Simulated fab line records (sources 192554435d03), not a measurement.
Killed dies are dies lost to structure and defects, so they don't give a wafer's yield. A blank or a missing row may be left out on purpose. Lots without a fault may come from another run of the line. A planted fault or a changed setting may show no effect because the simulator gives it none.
Split-lot study | flow n5 finfet | 7 lots, 21 wafers read, on a route of 1938 steps

ON THE SPLIT
At N5_PASSIVATION_PECVD_53 (deposits SiO2 from TEOS/O2, target thk 800 nm, time 169.4 s), the setting temp c was moved away from the recipe's 400 C on 6 of the 21 wafers read, by -4.5% to -3.3%. This setting was run at the recipe's value on the other wafers.

The reading is taken at the split's own step.

THE READING
SiO2_of_PASSIVATION_PECVD_53.thk nm (the simulator's own value, which no gauge read), in nm, at N5_PASSIVATION_PECVD_53 (deposits SiO2 from TEOS/O2, target thk 800 nm, time 169.4 s). No usual value for it is given in the file. Here, 15 wafers ran the recipe; their average is 807.1 nm with a standard deviation of 10 nm.

wafer  | tool, chamber at the split | temp c as run, C | against the recipe | SiO2_of_PASSIVATION_PECVD_53.thk nm, nm | against lot-mates on the recipe
L074.1 | pecvd-02, 1                | 382              | -4.5%              | 892.4                                   | +89.6
L074.2 | pecvd-02, 2                | 400              | recipe             | 792.6                                   | -
L074.5 | pecvd-02, 1                | 400              | recipe             | 813                                     | -
L075.1 | pecvd-02, 2                | 382.6            | -4.3%              | 890                                     | +82.7
L075.2 | pecvd-02, 0                | 400              | recipe             | 804.2                                   | -
L075.6 | pecvd-02, 2                | 400              | recipe             | 810.4                                   | -
L079.4 | pecvd-02, 2                | 400              | recipe             | 811.8                                   | -
L079.5 | pecvd-02, 1                | 400              | recipe             | 804.2                                   | -
L079.6 | pecvd-02, 2                | 400              | recipe             | 809.4                                   | -
L080.1 | pecvd-01, 1                | 400              | recipe             | 787                                     | -
L080.4 | pecvd-01, 2                | 385.9            | -3.5%              | 885                                     | +98.0
L080.5 | pecvd-01, 1                | 385.9            | -3.5%              | 872                                     | +85.0
L085.1 | pecvd-03, 2                | 386.6            | -3.3%              | 870.8                                   | +54.4
L085.3 | pecvd-03, 1                | 386.6            | -3.3%              | 861                                     | +44.6
L085.6 | pecvd-03, 2                | 400              | recipe             | 816.4                                   | -
L087.1 | pecvd-03, 0                | 400              | recipe             | 806.6                                   | -
L087.3 | pecvd-03, 2                | 400              | recipe             | 793                                     | -
L087.5 | pecvd-03, 2                | 400              | recipe             | 816.8                                   | -
L096.1 | pecvd-02, 1                | 400              | recipe             | 798.8                                   | -
L096.3 | pecvd-02, 0                | 400              | recipe             | 820.8                                   | -
L096.4 | pecvd-02, 1                | 400              | recipe             | 821.8                                   | -

THE FIT
A straight line over all 21 wafers: SiO2_of_PASSIVATION_PECVD_53.thk nm changes by -19 nm for each +1% of temp c; r = -0.96; the points scatter about the line by 9.7 nm.
The same after taking each lot's own level away (the mean of its wafers on the recipe; 21 wafers): -20.1 nm for each +1%; r = -0.95; scatter 12 nm.
Per that fit: largest temp c move, reading shift of 91 nm.
The span of the lots' own levels, 787.00 to 816.40 nm, comes to 2.9 times the standard deviation stated above.
The two slopes are in agreement: the lot-to-lot level therefore moves the slope only a little.
Check: +90.8 nm against its lot-mates is what the line predicts for one of the wafers moved furthest among these (-4.5%) when that wafer is left out of the fit. It came out at +89.6 nm against them.

THESE WAFERS: OTHER SPLITS
Other splits were also applied to these wafers ahead of the reading. Each is held against what the fit with the lots' levels taken away leaves over:
other split on the same wafers | wafers away from the commonest value | r with SiO2_of_PASSIVATION_PECVD_53.thk nm (lot level and that fit taken away)
N5_BEOL_M12_SPUTTER_44 power w | 9                                    | -0.36
N5_BEOL_M13_COAT_58 spin rpm   | 8                                    | +0.27
N5_BEOL_M14_SPUTTER_43 power w | 5                                    | +0.30
N5_BEOL_M15_SPUTTER_43 time s  | 5                                    | -0.15
N5_PASSIVATION_ETCH_59 time s  | 6                                    | +0.20

FILE'S OWN FIT
SiO2_of_PASSIVATION_PECVD_53.thk nm changes by -19.9 nm for each +1% of temp c, r = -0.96.
